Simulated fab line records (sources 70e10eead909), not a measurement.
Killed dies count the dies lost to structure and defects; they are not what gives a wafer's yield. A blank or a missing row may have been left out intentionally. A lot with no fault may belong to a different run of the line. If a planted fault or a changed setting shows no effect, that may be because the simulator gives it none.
Tool commonality check	flow nand harc	9 wafers sampled across 3 lots

## WHY IT WAS OPENED
On 3 of the 3 lots, a flag is raised at NHARC_END_SORT_01 on the reading killed at array. Fault-free wafers read 52, with a standard deviation of 19.
Rule: flag the lot when none of its wafers has a number, or when each of its wafers that has one lies beyond 4 standard deviations from that mean. The rest of the lots are taken to be sound.

lot	measured	on	killed at array, wafer by wafer	flag
L891	day 28 14:52	prober-02	670 666 674	FLAGGED
L890	day 28 18:43	prober-01	672 671 675	FLAGGED
L892	day 29 02:55	prober-02	668 671 668	FLAGGED
On average the flagged lots' numbers are 671, which is +619 against the usual, or +33 standard deviations.

## EACH LOT AND THE TOOL IT RAN ON
Before the reading, the record contains 4 process steps out of a 1302-step route. In each cell: the tool, then ch and the chambers that the sampled wafers went through, then the start.
lot	flag	NHARC_P_BONDPAD_DESCUM_11	NHARC_P_BONDPAD_STRIP_15	NHARC_A_ZERO_WELL_ETCH_13	NHARC_A_ONON_D1_DEP_00
L891	FLAGGED	rie diel-01 ch 2,3, day 10 19:17	rie diel-02 ch 0,1,3, day 10 19:41	rie si-03 ch 1,3, day 10 23:33	pecvd onon-01, day 11 20:47
L890	FLAGGED	rie diel-10 ch 1,2,3, day 10 16:01	rie diel-01 ch 1,2,3, day 10 16:24	rie si-03 ch 0,3, day 10 20:19	pecvd onon-03, day 11 20:43
L892	FLAGGED	rie diel-02 ch 1,2,3, day 11 04:23	rie diel-01 ch 0,1,3, day 11 04:47	rie si-05 ch 0,1,2, day 11 08:35	pecvd onon-03, day 12 06:10
What the steps here do:
- NHARC_P_BONDPAD_DESCUM_11: chemistry O2, time 3 s.
- NHARC_P_BONDPAD_STRIP_15: strips in O2.
- NHARC_A_ZERO_WELL_ETCH_13: etches the open film in HBr/Cl2, target depth 120 nm, time 40.1 s.
- NHARC_A_ONON_D1_DEP_00: target thk 1000 nm.
- NHARC_END_SORT_01

## FLAGGED AGAINST TOTAL, ONE TOOL AT A TIME (gauges that did the reading follow at the end)
step	tool	lots run	flagged	share of the flagged lots	sound lots run after its first flagged lot
NHARC_P_BONDPAD_DESCUM_11	rie diel-01	1	1	some	0
NHARC_P_BONDPAD_DESCUM_11	rie diel-02	1	1	some	0
NHARC_P_BONDPAD_DESCUM_11	rie diel-10	1	1	some	0
NHARC_P_BONDPAD_STRIP_15	rie diel-01	2	2	some	0
NHARC_P_BONDPAD_STRIP_15	rie diel-02	1	1	some	0
NHARC_A_ZERO_WELL_ETCH_13	rie si-03	2	2	some	0
NHARC_A_ZERO_WELL_ETCH_13	rie si-05	1	1	some	0
NHARC_A_ONON_D1_DEP_00	pecvd onon-01	1	1	some	0
NHARC_A_ONON_D1_DEP_00	pecvd onon-03	2	2	some	0
NHARC_END_SORT_01	prober-01	1	1	some	0
NHARC_END_SORT_01	prober-02	2	2	some	0

## WHAT IS ALLOWED BY THE TABLE
No row of the table ran every flagged lot.

## WHAT WAS PUT IN BY THE SIMULATOR
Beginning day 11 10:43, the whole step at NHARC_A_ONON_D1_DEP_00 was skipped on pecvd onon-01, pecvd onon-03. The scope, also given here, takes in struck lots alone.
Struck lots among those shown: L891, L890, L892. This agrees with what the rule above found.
